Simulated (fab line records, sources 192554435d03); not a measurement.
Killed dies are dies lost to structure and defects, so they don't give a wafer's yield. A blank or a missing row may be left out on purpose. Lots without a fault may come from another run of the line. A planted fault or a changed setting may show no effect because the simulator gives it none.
fab line records | flow n5_finfet
record lots=7 wafers=21
route steps=1938 shown BEOL_M9@1411 BEOL_M10@1477 BEOL_M11@1546 BEOL_M12@1649
start_h: hours from the record's first day to the start of the lot's first wafer shown | wait_h: hours since the lot's step before | " the same as in the row above | L1.1+2: a row that stands for several wafers | - no value, or no start given | * or withheld: withheld | < > ~ a bound
route shown NAME@n: a module of which the file shows steps, and the number in the route of the first | usual: mean/standard deviation of fault-free wafers | same: alike in all rows | chamber/n: place in a boat | sites: the reading at each site | _std_site: their standard deviation | _edge_site: outer sites' mean less inner sites' | radius_mm: how far each site lies from the wafer's centre | mask NAME#n: copy n | behind: the tool/chamber that last shaped the wafer | hold: why the lot was held/for how many hours/how that ended | device: the transistor (n, p or np) that didn't switch | end of line: the same wafers' tests at the end of the route | a step without rows: its recipe alone | killed: dies lost to structure and defects at the first sort, not the wafer's yield | map: a wafer's dies, x killed, . not, _ none there
set.NAME: the setting as run; set.NAME@STEP: as run at that earlier step | model.NAME: the simulator's own value behind a step, which no gauge read
lots whose settings were changed on purpose; a table a step, a row a wafer
## steps
# step N5_BEOL_M9_EXPOSE_08
# recipe mask_id=M9 na=1.35 source_shape=dipole sigma_inner=0.411 sigma_outer=0.611 polarization=te dose_mj=53.75
# columns lot.wafer tool chamber start_h wait_h mask set.dose_mj
L074.1+2+5 arfi_scanner-02 0 315.98 - M9#0 53.75
L079.3 arfi_scanner-03 0 327.33 - M9#0 53.75
L079.4+5 " 0 " " M9#0 49.85
L081.1+2 arfi_scanner-01 0 337.72 - M9#0 51.46
L081.3 " 0 " " M9#0 53.75
L080.3+5 arfi_scanner-03 0 347.23 - M9#0 53.75
L080.6 " 0 " " M9#0 57.54
L089.1+2+6 arfi_scanner-01 0 385.10 - M9#0 53.75
L092.2+4 arfi_scanner-02 0 397.44 - M9#0 55.64
L092.5 " 0 " " M9#0 53.75
L094.1+3 arfi_scanner-02 0 424.92 - M9#0 53.75
L094.6 " 0 " " M9#0 50.47
# step N5_BEOL_M9_PEB_09
# recipe peb_temp_c=withheld peb_time_s=60 resist=CAR-ArF
# step N5_BEOL_M9_DEVELOP_10
# recipe develop_time_s=30 developer=TMAH resist=CAR-ArF rinse_liquid=diw dry=air_spin dev_temp_c=23
# step N5_BEOL_M9_CD_MEAS_11
# recipe target_cd_nm=64.1 landing_energy_ev=500 detector=se_inlens polarity=opening
# usual cd_nm=64.2/0.64
# columns lot.wafer tool chamber start_h wait_h set.dose_mj@BEOL_M9_EXPOSE_08 cd_nm
L074.1 cd_sem-03 0 316.11 - 53.75 63.6
L074.2 " 0 " " 53.75 64.9
L074.5 " 0 " " 53.75 64.2
L079.3 cd_sem-01 0 327.45 - 53.75 65.0
L079.4 " 0 " " 49.85 60.6
L079.5 " 0 " " 49.85 60.7
L081.1 cd_sem-02 0 337.84 - 51.46 62.7
L081.2 " 0 " " 51.46 61.5
L081.3 " 0 " " 53.75 64.0
L080.3 cd_sem-02 0 347.35 - 53.75 64.2
L080.5 " 0 " " 53.75 65.0
L080.6 " 0 " " 57.54 67.6
L089.1 cd_sem-01 0 385.22 - 53.75 64.5
L089.2 " 0 " " 53.75 62.9
L089.6 " 0 " " 53.75 64.2
L092.2 cd_sem-03 0 397.56 - 55.64 66.3
L092.4 " 0 " " 55.64 66.4
L092.5 " 0 " " 53.75 65.2
L094.1 cd_sem-01 0 425.05 - 53.75 64.2
L094.3 " 0 " " 53.75 64.4
L094.6 " 0 " " 50.47 60.3
# step N5_BEOL_M9_DESCUM_16
# recipe chemistry=O2 time_s=7.9 source_power_w=50 bias_power_w=20 pressure_mtorr=20 rf_frequency_hz=2.712e+07 temp_c=40 resist=CAR-ArF o2_flow_sccm=225
# step N5_BEOL_M9_ETCH_61
# recipe chemistry=CF4 target=SiARC target_depth_a=390 mask_material=CAR-ArF time_s=65 ion_energy_ev=80 pressure_mtorr=40 source_w=545 bias_w=36 Ar_flow_sccm=100 cf4_flow_sccm=100 ends=cleared
# columns lot.wafer tool chamber start_h wait_h set.dose_mj@BEOL_M9_EXPOSE_08 model.BEOL_M9.cd_offset_nm
L074.1 rie_diel-03 3 316.23 0.0 53.75 -0.6
L074.2 " 1 " " 53.75 0.6
L074.5 " 3 " " 53.75 0
L079.3 rie_diel-03 0 327.79 0.0 53.75 1
L079.4 " 2 " " 49.85 -3.4
L079.5 " 2 " " 49.85 -3.2
L081.1 rie_diel-06 3 337.97 0.0 51.46 -2
L081.2 " 0 " " 51.46 -2.6
L081.3 " 2 " " 53.75 -0.2
L080.3 rie_diel-06 0 347.49 0.0 53.75 0.2
L080.5 " 3 " " 53.75 0.4
L080.6 " 0 " " 57.54 3.6
L089.1+6 rie_diel-06 3,1 386.21 0.0 53.75 0
L089.2 " 2 " " 53.75 -1.4
L092.2 rie_diel-02 1 397.68 0.0 55.64 1.8
L092.4 " 1 " " 55.64 2.2
L092.5 " 3 " " 53.75 1.4
L094.1 rie_diel-03 0 425.19 0.0 53.75 0.2
L094.3 " 3 " " 53.75 0
L094.6 " 3 " " 50.47 -4.4
# step N5_BEOL_M9_ETCH_62
# recipe chemistry=N2/H2 target=SOC target_depth_a=1100 overetch_a=220 mask_material=SiARC temp_c=40 time_s=165 ion_energy_ev=200 pressure_mtorr=30 source_w=840 bias_w=150 n2_flow_sccm=200 h2_flow_sccm=200
# columns lot.wafer tool chamber start_h wait_h set.dose_mj@BEOL_M9_EXPOSE_08 model.BEOL_M9.cd_offset_nm
L074.1 rie_diel-03 3 316.28 0.0 53.75 0
L074.2+5 " 1,3 " " 53.75 0.6
L079.3 rie_diel-03 0 327.84 0.0 53.75 1.2
L079.4+5 " 2 " " 49.85 -3.6
L081.1 rie_diel-06 3 338.02 0.0 51.46 -2.4
L081.2 " 0 " " 51.46 -3
L081.3 " 2 " " 53.75 -0.2
L080.3 rie_diel-06 0 347.54 0.0 53.75 0.2
L080.5 " 3 " " 53.75 0
L080.6 " 0 " " 57.54 3.4
L089.1 rie_diel-06 3 386.26 0.0 53.75 0
L089.2 " 2 " " 53.75 -1.4
L089.6 " 1 " " 53.75 0.2
L092.2 rie_diel-02 1 397.73 0.0 55.64 1.8
L092.4 " 1 " " 55.64 2.4
L092.5 " 3 " " 53.75 1.4
L094.1 rie_diel-03 0 425.24 0.0 53.75 1
L094.3 " 3 " " 53.75 0.2
L094.6 " 3 " " 50.47 -4
# step N5_BEOL_M9_STRIP_68
# recipe chemistry=N2/H2 temp_c=40 n2_flow_sccm=200 h2_flow_sccm=200 rf_frequency_hz=6e+07
# step N5_BEOL_M9_STRIP_67
# recipe chemistry=CF4 resist=SiARC power_w=300 bias_power_w=75 pressure_mtorr=50 cf4_flow_sccm=150 rf_frequency_hz=6e+07
# step N5_BEOL_M9_HM_OPEN_17
# recipe chemistry=Cl2/BCl3 target_depth_a=200 overetch_a=60 target=TiN mask_material=SOC ion_energy_ev=150 pressure_mtorr=10 icp_w=1000 bias_w=126 Cl2_flow_sccm=53.25 bcl3_flow_sccm=21.75 Ar_flow_sccm=25
# columns lot.wafer tool chamber start_h wait_h set.target_thk_a@BEOL_M9_HM_DEP_02 set.dose_mj@BEOL_M9_EXPOSE_08 model.BEOL_M9.cd_offset_nm model.etch.depth_nm
L074.1 rie_metal-01 1 316.47 0.0 200 53.75 0 20.02
L074.2 " 0 " " 200 53.75 0.6 20.39
L074.5 " 0 " " 200 53.75 0.6 20.4
L079.3 rie_metal-01 0 328.06 0.1 174.7 53.75 1 17.07
L079.4 " 1 " " 200 49.85 -3.6 19.71
L079.5 " 1 " " 174.7 49.85 -3.6 17.1
L081.1 rie_metal-01 0 338.26 0.1 226.7 51.46 -2.4 22.29
L081.2 " 1 " " 200 51.46 -3 20.12
L081.3 " 0 " " 226.7 53.75 -0.2 22.32
L080.3 rie_metal-01 0 347.75 0.1 175.5 53.75 0.2 17.64
L080.5 " 0 " " 200 53.75 0 19.48
L080.6 " 1 " " 175.5 57.54 3.4 17.28
L089.1 rie_metal-01 0 386.45 0.0 200 53.75 0 19.99
L089.2 " 1 " " 190.8 53.75 -1.6 18.96
L089.6 " 0 " " 190.8 53.75 0.2 18.9
L092.2 rie_metal-02 0 397.92 0.0 200 55.64 1.8 20.34
L092.4 " 1 " " 200 55.64 2.4 20.07
L092.5 " 1 " " 200 53.75 1.4 20.36
L094.1 rie_metal-03 1 425.43 0.0 214.2 53.75 1 20.89
L094.3 " 0 " " 200 53.75 0.2 19.05
L094.6 " 0 " " 200 50.47 -4 19.44
# step N5_BEOL_M9_STRIP_19
# recipe chemistry=O2 power_w=400 temp_c=40 pressure_mtorr=30 rf_frequency_hz=6e+07 bias_power_w=0 overash_fraction=0.2 o2_flow_sccm=225
# step N5_BEOL_M9_CD_MEAS_18
# recipe pitch_nm=140 target_cd_nm=70
# usual cd_nm=69.9/0.83
# columns lot.wafer tool chamber start_h wait_h set.dose_mj@BEOL_M9_EXPOSE_08 cd_nm
L074.1 cd_sem-02 - 316.65 0.0 53.75 70.0
L074.2 " - " " 53.75 70.5
L074.5 " - " " 53.75 70.5
L079.3 cd_sem-01 - 328.23 0.1 53.75 71.0
L079.4 " - " " 49.85 66.2
L079.5 " - " " 49.85 66.6
L081.1 cd_sem-03 - 338.59 0.1 51.46 67.4
L081.2 " - " " 51.46 66.9
L081.3 " - " " 53.75 69.9
L080.3 cd_sem-01 - 347.93 0.1 53.75 69.8
L080.5 " - " " 53.75 70.1
L080.6 " - " " 57.54 73.7
L089.1 cd_sem-01 - 386.74 0.0 53.75 69.9
L089.2 " - " " 53.75 68.6
L089.6 " - " " 53.75 70.4
L092.2 cd_sem-02 - 398.10 0.1 55.64 72.0
L092.4 " - " " 55.64 72.9
L092.5 " - " " 53.75 71.1
L094.1 cd_sem-01 - 425.65 0.0 53.75 71.0
L094.3 " - " " 53.75 70.0
L094.6 " - " " 50.47 66.3
# step N5_BEOL_M9_COAT_63
# recipe resist=SOC temp_c=250 time_s=60 spin_rpm=1500 resist_thk_nm=60
# step N5_BEOL_M9_COAT_64
# recipe resist=SiARC temp_c=220 time_s=60 spin_rpm=1500 resist_thk_nm=12
# step N5_BEOL_M9_STRIP_73
# recipe chemistry=C4F6/O2 resist=SiARC rf_frequency_hz=6e+07
# step N5_BEOL_M9_STRIP_36
# recipe chemistry=N2/H2 power_w=450 temp_c=40 pressure_mtorr=20 rf_frequency_hz=6e+07 overash_fraction=0.3 bias_power_w=7 h2_frac=0.5 n2_flow_sccm=200 h2_flow_sccm=200
# step N5_BEOL_M9_TRENCH_ETCH_37
# recipe chemistry=C4F6/O2 target_depth_a=1514.3 target=SiCOH_lowk time_s=49 ion_energy_ev=250 pressure_mtorr=30 source_w=345 bias_w=185 Ar_flow_sccm=300 C4F6_flow_sccm=10 O2_flow_sccm=10
# columns lot.wafer tool chamber start_h wait_h set.target_thk_a@BEOL_M9_HM_DEP_02 model.TiN_of_BEOL_M9_HM_DEP_02.thk_nm
L074.1 rie_diel-02 1 - - 200 15.8
L074.2 " 0 " " 200 16
L074.5 " 1 " " 200 16.2
L079.3 rie_diel-06 3 - - 174.7 12.8
L079.4 " 1 " " 200 15.6
L079.5 " 2 " " 174.7 13
L081.1+3 rie_diel-02 2,0 - - 226.7 18
L081.2 " 1 " " 200 15.8
L080.3 rie_diel-03 1 - - 175.5 13.4
L080.5 " 3 " " 200 15.4
L080.6 " 0 " " 175.5 13
L089.1 rie_diel-03 0 - - 200 15.8
L089.2 " 3 " " 190.8 14.8
L089.6 " 2 " " 190.8 14.6
L092.2+5 rie_diel-02 0,1 - - 200 16.2
L092.4 " 3 " " 200 16
L094.1 rie_diel-02 3 - - 214.2 16.8
L094.3 " 1 " " 200 15
L094.6 " 0 " " 200 15.2
# step N5_BEOL_M9_ETCH_41
# recipe chemistry=CH3F/O2 target=SiCN target_depth_a=366 taper_deg=2 time_s=70.1 ion_energy_ev=120 mask_material=TiN pressure_mtorr=30 source_w=395 bias_w=75 Ar_flow_sccm=150 CH3F_flow_sccm=30 O2_flow_sccm=20
# step N5_BEOL_M9_STRIP_80
# recipe chemistry=N2/H2 time_s=10 power_w=450 temp_c=40 pressure_mtorr=20 rf_frequency_hz=6e+07 bias_power_w=7 n2_flow_sccm=200 h2_flow_sccm=200
# step N5_BEOL_M9_PRECLEAN_42
# recipe chemistry=residue_remover time_s=60 temp_c=40
# step N5_BEOL_M9_SRD_43
# recipe time_s=30 temp_c=23 rinse_liquid=diw dry=ipa_marangoni
# step N5_BEOL_M9_CD_MEAS_35
# recipe target_cd_nm=70 target_cd_y_nm=40 polarity=opening
# usual cd_nm=69.9/0.88
# columns lot.wafer tool chamber start_h wait_h set.dose_mj@BEOL_M9_EXPOSE_08 cd_nm
L074.1 cd_sem-03 - 319.10 0.0 53.75 70.1
L074.2 " - " " 53.75 70.6
L074.5 " - " " 53.75 70.5
L079.3 cd_sem-03 - 330.66 0.0 53.75 70.7
L079.4 " - " " 49.85 66.3
L079.5 " - " " 49.85 67.2
L081.1 cd_sem-03 - 339.77 0.0 51.46 66.9
L081.2 " - " " 51.46 66.9
L081.3 " - " " 53.75 70.0
L080.3 cd_sem-02 - 349.22 0.0 53.75 70.1
L080.5 " - " " 53.75 69.9
L080.6 " - " " 57.54 73.6
L089.1 cd_sem-03 - 388.30 0.0 53.75 70.2
L089.2 " - " " 53.75 67.9
L089.6 " - " " 53.75 70.2
L092.2 cd_sem-03 - 400.15 0.0 55.64 71.8
L092.4 " - " " 55.64 72.4
L092.5 " - " " 53.75 71.5
L094.1 cd_sem-02 - 427.43 0.0 53.75 70.7
L094.3 " - " " 53.75 70.5
L094.6 " - " " 50.47 66.2
# step N5_BEOL_M10_COAT_05
# recipe resist=CAR-ArF spin_rpm=1500 resist_thk_nm=90
# columns lot.wafer tool chamber start_h wait_h set.spin_rpm model.CAR-ArF_of_BEOL_M10_COAT_05.thk_nm
L074.1+2 litho_track-02 0 - - 1500 89.8
L074.5 " 0 " " 1500 89.6
L079.3+4+5 litho_track-01 0 - - 1500 89.8
L081.1+2+3 litho_track-01 0 - - 1500 90
L080.3+5+6 litho_track-05 0 - - 1500 89.8
L089.1 litho_track-02 0 - - 1500 90
L089.2 " 0 " " 1500 90.4
L089.6 " 0 " " 1419 92.6
L092.2 litho_track-01 0 - - 1411 92.4
L092.4 " 0 " " 1500 89.8
L092.5 " 0 " " 1411 92
L094.1+6 litho_track-02 0 - - 1500 90.2
L094.3 " 0 " " 1500 90.4
# step N5_BEOL_M10_EBR_07
# recipe solvent=PGMEA ebr_width_mm=1.5
# step N5_BEOL_M10_SOFTBAKE_06
# recipe temp_c=110 time_s=60 resist=CAR-ArF
# step N5_BEOL_M10_EXPOSE_08
# recipe mask_id=M10 na=1.35 source_shape=dipole sigma_inner=0.411 sigma_outer=0.611 polarization=te dose_mj=53.75
# step N5_BEOL_M10_PEB_09
# recipe peb_temp_c=withheld peb_time_s=60 resist=CAR-ArF
# step N5_BEOL_M10_DEVELOP_10
# recipe develop_time_s=30 developer=TMAH resist=CAR-ArF rinse_liquid=diw dry=air_spin dev_temp_c=23
# columns lot.wafer tool chamber start_h wait_h set.spin_rpm@BEOL_M10_COAT_05 model.CAR-ArF_of_BEOL_M10_COAT_05.thk_nm
L074.1 litho_track-05 0 - - 1500 88
L074.2 " 0 " " 1500 88.2
L074.5 " 0 " " 1500 87.8
L079.3+4+5 litho_track-01 0 - - 1500 88.2
L081.1+2+3 litho_track-02 0 - - 1500 88.2
L080.3+6 litho_track-02 0 - - 1500 88.2
L080.5 " 0 " " 1500 88
L089.1 litho_track-02 0 - - 1500 88.2
L089.2 " 0 " " 1500 88.6
L089.6 " 0 " " 1419 90.8
L092.2 litho_track-02 0 - - 1411 90.8
L092.4 " 0 " " 1500 88
L092.5 " 0 " " 1411 90.2
L094.1+3 litho_track-02 0 - - 1500 88.6
L094.6 " 0 " " 1500 88.4
# step N5_BEOL_M11_EXPOSE_08
# recipe mask_id=M11 na=1.35 source_shape=dipole sigma_inner=0.411 sigma_outer=0.611 polarization=te dose_mj=53.75
# columns lot.wafer tool chamber start_h wait_h mask set.dose_mj
L074.1+2+5 arfi_scanner-03 0 333.64 - M11#0 53.75
L079.3+5 arfi_scanner-03 0 343.24 - M11#0 53.75
L079.4 " 0 " " M11#0 50.89
L081.1+2 arfi_scanner-01 0 354.00 - M11#0 51.98
L081.3 " 0 " " M11#0 53.75
L080.3+6 arfi_scanner-03 0 366.43 - M11#0 53.75
L080.5 " 0 " " M11#0 55.36
L089.1+6 arfi_scanner-02 0 399.52 - M11#0 53.75
L089.2 " 0 " " M11#0 56.4
L092.2+4+5 arfi_scanner-02 0 415.68 - M11#0 53.75
L094.1 arfi_scanner-01 0 438.41 - M11#0 53.75
L094.3+6 " 0 " " M11#0 51.94
# step N5_BEOL_M11_PEB_09
# recipe peb_temp_c=withheld peb_time_s=60 resist=CAR-ArF
# step N5_BEOL_M11_DEVELOP_10
# recipe develop_time_s=30 developer=TMAH resist=CAR-ArF rinse_liquid=diw dry=air_spin dev_temp_c=23
# step N5_BEOL_M11_CD_MEAS_11
# recipe target_cd_nm=64.1 landing_energy_ev=500 detector=se_inlens polarity=opening
# usual cd_nm=64.1/0.61
# columns lot.wafer tool chamber start_h wait_h set.dose_mj@BEOL_M11_EXPOSE_08 cd_nm
L074.1 cd_sem-02 0 333.77 - 53.75 64.3
L074.2 " 0 " " 53.75 64.9
L074.5 " 0 " " 53.75 63.7
L079.3 cd_sem-01 0 343.36 - 53.75 64.6
L079.4 " 0 " " 50.89 61.2
L079.5 " 0 " " 53.75 64.2
L081.1 cd_sem-02 0 354.12 - 51.98 62.7
L081.2 " 0 " " 51.98 63.1
L081.3 " 0 " " 53.75 64.8
L080.3 cd_sem-03 0 366.55 - 53.75 64.9
L080.5 " 0 " " 55.36 66.7
L080.6 " 0 " " 53.75 64.5
L089.1 cd_sem-03 0 399.64 - 53.75 65.2
L089.2 " 0 " " 56.4 66.3
L089.6 " 0 " " 53.75 64.5
L092.2 cd_sem-01 0 415.80 - 53.75 63.9
L092.4 " 0 " " 53.75 64.7
L092.5 " 0 " " 53.75 64.7
L094.1 cd_sem-02 0 438.54 - 53.75 63.7
L094.3 " 0 " " 51.94 63.6
L094.6 " 0 " " 51.94 62.6
# step N5_BEOL_M11_DESCUM_16
# recipe chemistry=O2 time_s=7.9 source_power_w=50 bias_power_w=20 pressure_mtorr=20 rf_frequency_hz=2.712e+07 temp_c=40 resist=CAR-ArF o2_flow_sccm=225
# step N5_BEOL_M11_ETCH_61
# recipe chemistry=CF4 target=SiARC target_depth_a=390 mask_material=CAR-ArF time_s=65 ion_energy_ev=80 pressure_mtorr=40 source_w=545 bias_w=36 Ar_flow_sccm=100 cf4_flow_sccm=100 ends=cleared
# columns lot.wafer tool chamber start_h wait_h set.dose_mj@BEOL_M11_EXPOSE_08 model.BEOL_M11.cd_offset_nm
L074.1 rie_diel-03 3 334.00 0.0 53.75 -0.2
L074.2 " 1 " " 53.75 0.4
L074.5 " 1 " " 53.75 -0.4
L079.3 rie_diel-03 1 343.90 0.0 53.75 0.2
L079.4 " 3 " " 50.89 -2.8
L079.5 " 3 " " 53.75 0.4
L081.1 rie_diel-02 2 354.54 0.0 51.98 -1.6
L081.2 " 3 " " 51.98 -1.2
L081.3 " 0 " " 53.75 1
L080.3 rie_diel-02 3 366.75 0.0 53.75 0.2
L080.5 " 2 " " 55.36 2.2
L080.6 " 0 " " 53.75 0.8
L089.1 rie_diel-03 2 399.92 0.0 53.75 1.2
L089.2 " 0 " " 56.4 2.4
L089.6 " 3 " " 53.75 0.6
L092.2 rie_diel-03 0 415.92 0.0 53.75 0
L092.4 " 2 " " 53.75 0.8
L092.5 " 2 " " 53.75 1
L094.1 rie_diel-03 1 439.03 0.0 53.75 -0.6
L094.3 " 3 " " 51.94 -0.6
L094.6 " 1 " " 51.94 -1.6
# step N5_BEOL_M12_SPUTTER_44
# recipe material=Ta target_thk_a=100 temp_c=50 bias_v=80 power_w=15000 chamber_pressure_pa=0.07 time_s=16.13
# columns lot.wafer tool chamber start_h wait_h set.time_s model.Ta_of_BEOL_M12_SPUTTER_44.thk_nm
L074.1 pvd_sputter-02 - 344.23 0.0 16.13 10.2
L074.2+5 " - " " 16.13 10
L079.3+4 pvd_sputter-03 - 363.21 0.0 18.42 11.4
L079.5 " - " " 16.13 10
L081.1 pvd_sputter-01 - 368.13 0.0 14.6 9.2
L081.2 " - " " 16.13 9.8
L081.3 " - " " 16.13 10.2
L080.3 pvd_sputter-03 - 380.23 0.0 16.13 10
L080.5 " - " " 16.13 9.8
L080.6 " - " " 16.13 10.2
L089.1 pvd_sputter-03 - 413.84 0.0 16.13 10.2
L089.2+6 " - " " 16.87 10.4
L092.2 pvd_sputter-01 - 425.32 0.0 14.96 9.2
L092.4+5 " - " " 16.13 10
L094.1 pvd_sputter-01 - 449.02 0.0 16.13 9.6
L094.3 " - " " 17.12 10.6
L094.6 " - " " 17.12 10.4
## key
split step=N5_BEOL_M9_EXPOSE_08 setting=dose_mj stated=53.75 by=wafer
response step=N5_BEOL_M9_CD_MEAS_11 reading=cd_nm change=+0.525 per=1% r=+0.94
response step=N5_BEOL_M9_ETCH_61 reading=model.BEOL_M9.cd_offset_nm change=+0.547 per=1% r=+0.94
response step=N5_BEOL_M9_ETCH_62 reading=model.BEOL_M9.cd_offset_nm change=+0.584 per=1% r=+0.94
response step=N5_BEOL_M9_HM_OPEN_17 reading=model.BEOL_M9.cd_offset_nm change=+0.575 per=1% r=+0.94
response step=N5_BEOL_M9_CD_MEAS_18 reading=cd_nm change=+0.6 per=1% r=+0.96
response step=N5_BEOL_M9_CD_MEAS_35 reading=cd_nm change=+0.565 per=1% r=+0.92
split step=N5_BEOL_M10_COAT_05 setting=spin_rpm stated=1500 by=wafer
response step=N5_BEOL_M10_COAT_05 reading=model.CAR-ArF_of_BEOL_M10_COAT_05.thk_nm change=-0.423 per=1% r=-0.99
response step=N5_BEOL_M10_DEVELOP_10 reading=model.CAR-ArF_of_BEOL_M10_COAT_05.thk_nm change=-0.432 per=1% r=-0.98
split step=N5_BEOL_M11_EXPOSE_08 setting=dose_mj stated=53.75 by=wafer
response step=N5_BEOL_M11_CD_MEAS_11 reading=cd_nm change=+0.452 per=1% r=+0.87
response step=N5_BEOL_M11_ETCH_61 reading=model.BEOL_M11.cd_offset_nm change=+0.46 per=1% r=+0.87
split step=N5_BEOL_M12_SPUTTER_44 setting=time_s stated=16.13 by=wafer
response step=N5_BEOL_M12_SPUTTER_44 reading=model.Ta_of_BEOL_M12_SPUTTER_44.thk_nm change=+0.0986 per=1% r=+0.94
split outside_this_file step=N5_BEOL_M9_HM_DEP_02 setting=target_thk_a
# split outside_this_file: this setting was split too, and the file shows its column; the key of that split is in another file
